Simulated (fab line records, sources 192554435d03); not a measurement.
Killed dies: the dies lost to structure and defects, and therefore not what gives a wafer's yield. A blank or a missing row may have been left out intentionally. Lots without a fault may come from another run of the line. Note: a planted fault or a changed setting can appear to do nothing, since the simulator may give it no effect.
A lot that was struck, set against a sound lot | flow n5_finfet | 16 steps out of a route of 1938
Sound: these wafers, L184.2, L184.4, L184.6. Wafers L174.4, L174.5, L174.6 were the ones struck. The cause comes at the end.
Per side, at each step with rows, come the tool, then ch with its chambers, and then its first start. Under that, the readings that differ: sound wafers | struck wafers | difference of the means | sigmas: that difference in standard deviations of wafers without a fault.
alike: same words and numbers on both sides, and readings whose means sit less than 2 such deviations apart. not compared: any withheld reading, any reading some wafer has no value for, any bound like >300 that may hide the same value, and any number with overlapping values for which the record gives no deviation.
A row with sigmas, a row that says differs or no value, or rows on one side alone: a step with any of these is where the two part. Non-overlapping numbers with no deviation appear without sigmas and do not part them. Lack of a reading on every wafer of one side parts them only where that side has two or more wafers.

first, 3 steps without rows for these wafers: N5_FIN_CUT_PRECLEAN_36 (cleans in O3/DIW, time 60 s); N5_FIN_CUT_SRD_32 (time 30 s); N5_FIN_CUT_UV_OZONE_34 (time 120 s).
N5_FIN_CUT_INSPECT_17: inspects for defects (brightfield).
  sound: defect_inspect-02 at day 6 22:48; struck: defect_inspect-01 at day 4 11:53
  alike: raw_defect_count
N5_STI_FIN_REVEAL_ALD_00: deposits SiO2, target thk 1 nm, pulse time 1 s.
  sound on ald_sin-03 ch 0,1,3, day 6 22:50; struck on ald_sin-01 ch 0,2,3, day 4 11:57
  alike: heater_power_w, precursor_pulse_height_rel
N5_STI_FIN_REVEAL_ALD_14: deposits Si3N4, target thk 3 nm.
  sound on ald_sin-03 ch 0,1,3, day 6 22:53; struck on ald_sin-01 ch 0,2,3, day 4 12:05
  alike: heater_power_w
then, 2 steps without rows for these wafers: N5_STI_FIN_REVEAL_FCVD_FILL_01 (material SiO2 flowable, target thk 312 nm, time 512.2 s); N5_STI_FIN_REVEAL_DENSIFY_02 (time 1800 s).
N5_STI_FIN_REVEAL_CMP_04: polishes, stops on Si3N4, t overpolish 4 s, target thk 131.83 nm.
  sound on cmp-01 ch 1,2, day 7 03:55; struck on cmp-01 ch 1,2, day 4 17:03
  alike: head_pressure_psi, motor_current_A, overpolish_run_s, platen_rpm, time_to_endpoint_s
N5_STI_FIN_REVEAL_THK_MEAS_05:
  sound: film_metro-01 at day 7 04:13; struck: film_metro-02 at day 4 17:19
  alike: thk_nm
N5_STI_FIN_REVEAL_DENSIFY_30:
  sound on rtp_anneal-02 ch 0, day 7 04:20; struck on rtp_anneal-01 ch 0, day 4 17:26
  alike: lamp_power_pct
  not compared: wafer_temp_C_max
N5_STI_FIN_REVEAL_ETCHBACK_08: etches SiO2 in C4F6/O2, target depth 30.5 nm, time 10.167 s.
  sound on rie_diel-06 ch 0,2, day 7 04:31; struck on rie_diel-06 ch 1,2,3, day 4 17:33
  alike: drypump_motor_current_A, oes_f_703_au, oes_product_au, rf_vpp_V, showerhead_plenum_p_Torr, throttle_valve_pct
  not compared: rf_hours_counter_h
N5_STI_FIN_REVEAL_STRIP_24: strips in N2/H2, time 90 s.
  sound on rie_diel-06 ch 0,2, day 7 04:33; struck on rie_diel-06 ch 1,2,3, day 4 17:35
  no value came back on the struck wafers for any of 7 readings (bias_power_w (W), chamber_pressure_mTorr (mTorr) and others); on the sound wafers bias_power_w (W) reads 2.997 3.010 2.999
  not compared: rf_hours_counter_h
then, 1 step without rows for these wafers: N5_STI_FIN_REVEAL_PRECLEAN_25 (cleans in SPM, time 90 s).
-- the record jumps here: 7 days lie between the struck wafers' starts before and after (it left off in module STI_FIN_REVEAL and takes up again in module BEOL_M4, whose first step shown is number 1111 of the route) --
N5_BEOL_M4_RC_MEAS_101:
  sound on prober-02 ch 0, day 14 05:34; struck on prober-01 ch 0, day 11 07:29
  alike: DIBL_N, DIBL_P, IOFF_N, IOFF_P, ION_N, ION_P, SS_N, SS_P, VT_N, VT_P
-- here the record skips 4 days between the struck wafers' starts before and after, leaving off in module BEOL_M4 and picking up in module PASSIVATION (first step shown: number 1936 of the route) --
N5_PASSIVATION_PROBE_49:
  sound: prober-02 at day 18 20:50; struck: prober-01 at day 15 14:10
  alike: defect_limited_yield, killed_at_M0_to_M3, killed_at_M4_up, killed_at_contacts, killed_at_front_end, killed_at_other, killed_dies, killed_open, killed_short, sort_bin_5_function, sort_bin_6_memory, sort_n_pass, sort_yield_pct

== WHERE THEY PART ==
Only at N5_STI_FIN_REVEAL_STRIP_24, within this record. Later steps at which nothing parts them and some readings are alike: N5_BEOL_M4_RC_MEAS_101, N5_PASSIVATION_PROBE_49.

WHY: what had been put in by the simulator
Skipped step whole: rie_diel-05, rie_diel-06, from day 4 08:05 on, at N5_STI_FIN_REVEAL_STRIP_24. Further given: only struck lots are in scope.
